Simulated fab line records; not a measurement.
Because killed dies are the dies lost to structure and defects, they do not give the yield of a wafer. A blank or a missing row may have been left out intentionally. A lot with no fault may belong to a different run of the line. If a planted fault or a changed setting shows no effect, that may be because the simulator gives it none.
Chamber matching / flow nand harc / 3 sister chambers for NHARC_A_STAIRCASE_DEP_471 on pecvd-03
The step deposits SiO2, target thk 100 nm. 3 wafers are shown with their chamber, then 12 later ones without.

## WAFERS PAIRED WITH THEIR CHAMBERS
wafer=L087.4; chamber=0; throttle valve pct (%)=16.7
wafer=L087.5; chamber=1; throttle valve pct (%)=15.6
wafer=L087.6; chamber=2; throttle valve pct (%)=16.5

## WAFERS WITH NO CHAMBER GIVEN
wafer=L092.1; throttle valve pct (%)=16.3
wafer=L092.2; throttle valve pct (%)=15.6
wafer=L092.3; throttle valve pct (%)=17.0
wafer=L091.1; throttle valve pct (%)=16.0
wafer=L091.3; throttle valve pct (%)=16.8
wafer=L091.5; throttle valve pct (%)=17.0
wafer=L091.2; throttle valve pct (%)=15.7
wafer=L091.4; throttle valve pct (%)=15.5
wafer=L091.6; throttle valve pct (%)=16.4
wafer=L097.1; throttle valve pct (%)=16.9
wafer=L097.4; throttle valve pct (%)=17.4
wafer=L097.6; throttle valve pct (%)=16.6

## EACH ONE'S CHAMBER
wafer=L092.1; from the rows above=can't be placed: 2 or 0 or 1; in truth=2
wafer=L092.2; from the rows above=1; in truth=1
wafer=L092.3; from the rows above=can't be placed: 0 or 2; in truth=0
wafer=L091.1; from the rows above=can't be placed: 1 or 2 or 0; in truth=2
wafer=L091.3; from the rows above=can't be placed: 0 or 2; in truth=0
wafer=L091.5; from the rows above=can't be placed: 0 or 2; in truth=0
wafer=L091.2; from the rows above=1; in truth=1
wafer=L091.4; from the rows above=1; in truth=1
wafer=L091.6; from the rows above=can't be placed: 2 or 0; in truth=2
wafer=L097.1; from the rows above=can't be placed: 0 or 2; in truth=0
wafer=L097.4; from the rows above=can't be placed: 0 or 2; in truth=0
wafer=L097.6; from the rows above=can't be placed: 0 or 2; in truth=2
Placed correctly: 3 of 12. Unplaceable from these rows: 9, with the true chamber sitting among the candidates in 9. 0 placed wrongly.
How it was worked out, from the rows above alone: a wafer's distance from a chamber is the root of the sum, over the readings, of the square of ((its reading less the chamber's mean) divided by the reading's scatter). If the next closest chamber is less than 2 further off than the closest, the wafer can't be placed; otherwise it belongs to the closest. Each chamber's mean is taken over the wafers shown for it. The scatter: with one shown wafer a chamber, the root of the mean of the squares of how far each hidden wafer lies from its nearest shown one.
